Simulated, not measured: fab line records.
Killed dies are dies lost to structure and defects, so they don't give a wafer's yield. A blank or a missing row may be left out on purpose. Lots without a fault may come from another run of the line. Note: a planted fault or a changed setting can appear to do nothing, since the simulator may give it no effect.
Matching of chambers | flow nand harc | NHARC_A_M1_ETCH_15 on rie diel-09: 4 sister chambers
The step etches the open film in C4F8/Ar, target depth 182.5 nm, time 91.2 s. 14 wafers are shown with their chamber, then 7 later ones without.

== WAFERS PAIRED WITH THEIR CHAMBERS ==
wafer  | chamber | rf vpp V (V) | rf fwd power W (W) | oes product au (a.u.)
L903.1 | 0       | 438.7        | 595.8              | 0.923
L903.3 | 2       | 436.3        | 595.3              | 0.934
L903.6 | 3       | 443.1        | 594.5              | 0.934
L902.2 | 2       | 438.9        | 593.1              | 0.979
L902.3 | 0       | 438.9        | 594.8              | 0.954
L902.4 | 1       | 440.7        | 593.6              | 0.970
L905.2 | 3       | 442.9        | 594.1              | 0.995
L905.3 | 1       | 439.8        | 594.3              | 0.972
L905.4 | 0       | 439.0        | 593.9              | 0.969
L908.3 | 3       | 443.9        | 599.4              | 0.991
L908.5 | 2       | 437.7        | 594.3              | 0.954
L908.6 | 1       | 441.0        | 593.2              | 0.964
L910.1 | 0       | 440.1        | 596.1              | 0.920
L910.2 | 1       | 442.7        | 590.4              | 0.926

SIGNATURES (averages over the wafers above)
reading        | chamber 0 | chamber 1 | chamber 2 | chamber 3 | scatter within a chamber
rf vpp V       | 439.175   | 441.050   | 437.633   | 443.300   | 0.977
rf fwd power W | 595.150   | 592.875   | 594.233   | 596.000   | 1.78
oes product au | 0.94150   | 0.95800   | 0.95567   | 0.97333   | 0.0254
Rule: distance of a wafer from a chamber = root of the sum over the readings of ((wafer's reading minus chamber's mean) / reading's scatter) squared. If the next closest chamber is less than 2 further off than the closest, the wafer can't be placed; otherwise it belongs to the closest. The scatter: take each reading less its chamber's mean, square it, sum over the shown wafers, divide by the number of wafers less the number of chambers, and take the root.

== WAFERS MISSING THEIR CHAMBER ==
wafer  | rf vpp V (V) | rf fwd power W (W) | oes product au (a.u.)
L910.4 | 437.7        | 597.2              | 0.926
L912.2 | 441.8        | 596.8              | 0.968
L912.4 | 438.5        | 591.6              | 0.951
L912.5 | 442.5        | 598.7              | 0.960
L909.1 | 436.9        | 593.2              | 0.968
L909.4 | 439.5        | 597.7              | 0.995
L909.6 | 439.2        | 593.4              | 0.982

== EACH ONE'S CHAMBER ==
wafer  | from the rows above               | in truth
L910.4 | can't be placed: 0 or 2           | 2
L912.2 | can't be placed: 3 or 1 or 0      | 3
L912.4 | can't be placed: 2 or 0 or 1      | 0
L912.5 | can't be placed: 3 or 1           | 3
L909.1 | can't be placed: 2 or 0           | 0
L909.4 | can't be placed: 0 or 2 or 1 or 3 | 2
L909.6 | can't be placed: 0 or 2 or 1      | 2
Placed correctly: 0 of 7. From these rows, 7 cannot be placed; in 7 the true chamber is one of the candidates. Placed wrongly: 0.
